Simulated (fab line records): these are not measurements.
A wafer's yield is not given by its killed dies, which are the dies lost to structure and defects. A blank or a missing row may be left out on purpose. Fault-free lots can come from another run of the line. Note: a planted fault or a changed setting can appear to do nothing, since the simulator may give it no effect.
Check of tool commonality -- flow n5-finfet -- 21 wafers sampled across 7 lots

## WHY IT WAS OPENED
On 2 of the 7 lots, a flag is raised at N5_BEOL_M11_CD_MEAS_11 on the reading cd-nm. No-fault wafers: 64.3 nm, standard deviation 0.58.
Rule: a lot gets a flag if all its wafers with a number sit over 4 standard deviations from that mean, or if no wafer of it has a number. All remaining lots are regarded as sound.

lot,measured,on,"cd-nm (nm), wafer by wafer",flag
L515,day 10 08:50,cd-sem-02,64.5 64.8 64.6,
L517,day 10 21:53,cd-sem-02,63.7 64.0 63.7,
L521,day 11 14:11,cd-sem-03,64.9 64.9 64.9,
L522,day 11 15:34,cd-sem-02,57.2 57.4 57.2,FLAGGED
L526,day 12 21:59,cd-sem-01,58.0 57.4 57.6,FLAGGED
L532,day 14 14:29,cd-sem-02,63.9 63.9 64.9,
L535,day 15 09:14,cd-sem-02,64.6 64.0 63.9,
On average the flagged lots' numbers are 57.5 nm, which is -6.8 nm against the usual, or -12 standard deviations.

## WHICH TOOL RAN EACH LOT
The record holds 4 process steps before the reading, out of a route of 1938 steps. Every cell lists first the tool, next ch and the chambers used by the sampled wafers, and last the start.
lot,flag,N5_BEOL_M10_SPUTTER_48,N5_BEOL_M10_ANNEAL_51,N5_BEOL_M11_ILD_DEP_00,N5_BEOL_M11_EXPOSE_08
L515,,"pvd-sputter-02, day 10 05:58","rtp-anneal-02 ch 0, day 10 06:29","pecvd-03 ch 0,1,2, day 10 07:16","arfi-scanner-01 ch 0, day 10 08:43"
L517,,"pvd-sputter-03, day 10 19:35","rtp-anneal-02 ch 0, day 10 19:54","pecvd-03 ch 0,2, day 10 20:37","arfi-scanner-01 ch 0, day 10 21:46"
L521,,"pvd-sputter-03, day 11 11:22","rtp-anneal-02 ch 0, day 11 11:35","pecvd-04 ch 0,1,2, day 11 12:23","arfi-scanner-02 ch 0, day 11 14:04"
L522,FLAGGED,"pvd-sputter-03, day 11 12:10","rtp-anneal-02 ch 0, day 11 12:24","pecvd-03 ch 1,2, day 11 13:11","arfi-scanner-01 ch 0, day 11 15:26"
L526,FLAGGED,"pvd-sputter-01, day 12 18:50","rtp-anneal-01 ch 0, day 12 19:13","pecvd-04 ch 0,1, day 12 19:57","arfi-scanner-01 ch 0, day 12 21:52"
L532,,"pvd-sputter-01, day 14 10:40","rtp-anneal-01 ch 0, day 14 11:04","pecvd-01 ch 0,2, day 14 11:51","arfi-scanner-02 ch 0, day 14 14:22"
L535,,"pvd-sputter-02, day 15 03:23","rtp-anneal-02 ch 0, day 15 03:56","pecvd-04 ch 0,1,2, day 15 04:37","arfi-scanner-03 ch 0, day 15 09:07"
What the steps here do:
- N5_BEOL_M10_SPUTTER_48: material Cu, target thk 12 nm, time 2 s.
- N5_BEOL_M10_ANNEAL_51: time 90 s.
- N5_BEOL_M11_ILD_DEP_00: deposits SiCOH lowk from DEMS/porogen, target thk 308.51 nm, time 58 s.
- N5_BEOL_M11_EXPOSE_08: exposes mask M11.
- N5_BEOL_M11_CD_MEAS_11: target cd 64.1 nm.

## FLAGGED OVER TOTAL, TOOL BY TOOL (the gauges that took the reading come last)
step,tool,lots run,flagged,share of the flagged lots,sound lots run after its first flagged lot
N5_BEOL_M10_SPUTTER_48,pvd-sputter-01,2,1,some,1 (L532)
N5_BEOL_M10_SPUTTER_48,pvd-sputter-02,2,0,none,-
N5_BEOL_M10_SPUTTER_48,pvd-sputter-03,3,1,some,0
N5_BEOL_M10_ANNEAL_51,rtp-anneal-01,2,1,some,1 (L532)
N5_BEOL_M10_ANNEAL_51,rtp-anneal-02,5,1,some,1 (L535)
N5_BEOL_M11_ILD_DEP_00,pecvd-01,1,0,none,-
N5_BEOL_M11_ILD_DEP_00,pecvd-03,3,1,some,0
N5_BEOL_M11_ILD_DEP_00,pecvd-04,3,1,some,1 (L535)
N5_BEOL_M11_EXPOSE_08,arfi-scanner-01,4,2,all,0
N5_BEOL_M11_EXPOSE_08,arfi-scanner-02,2,0,none,-
N5_BEOL_M11_EXPOSE_08,arfi-scanner-03,1,0,none,-
N5_BEOL_M11_CD_MEAS_11,cd-sem-01,1,1,some,0
N5_BEOL_M11_CD_MEAS_11,cd-sem-02,5,1,some,"2 (L532,L535)"
N5_BEOL_M11_CD_MEAS_11,cd-sem-03,1,0,none,-

## WHAT THE TABLE ALLOWS
Rows of the table that ran each flagged lot: 1, that is arfi-scanner-01 at N5_BEOL_M11_EXPOSE_08.
- arfi-scanner-01 at N5_BEOL_M11_EXPOSE_08 ran 4 lots, 2 of them flagged. A fault beginning between L517 (day 10 21:46), its last sound lot, and L522 (day 11 15:26), its first flagged one, fits the data. Its own readings lie more than 4 standard deviations out on every wafer of the flagged lots: exposure-dose-mJ-cm2.
Just one tool remains: arfi-scanner-01 at N5_BEOL_M11_EXPOSE_08.

## WHAT HAD BEEN PUT IN BY THE SIMULATOR
Drift in process parameters on arfi-scanner-01 at N5_BEOL_M11_EXPOSE_08, starting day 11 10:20. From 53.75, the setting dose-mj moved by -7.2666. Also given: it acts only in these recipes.
Struck lots among those shown: L522, L526. The same result came from the rule above.
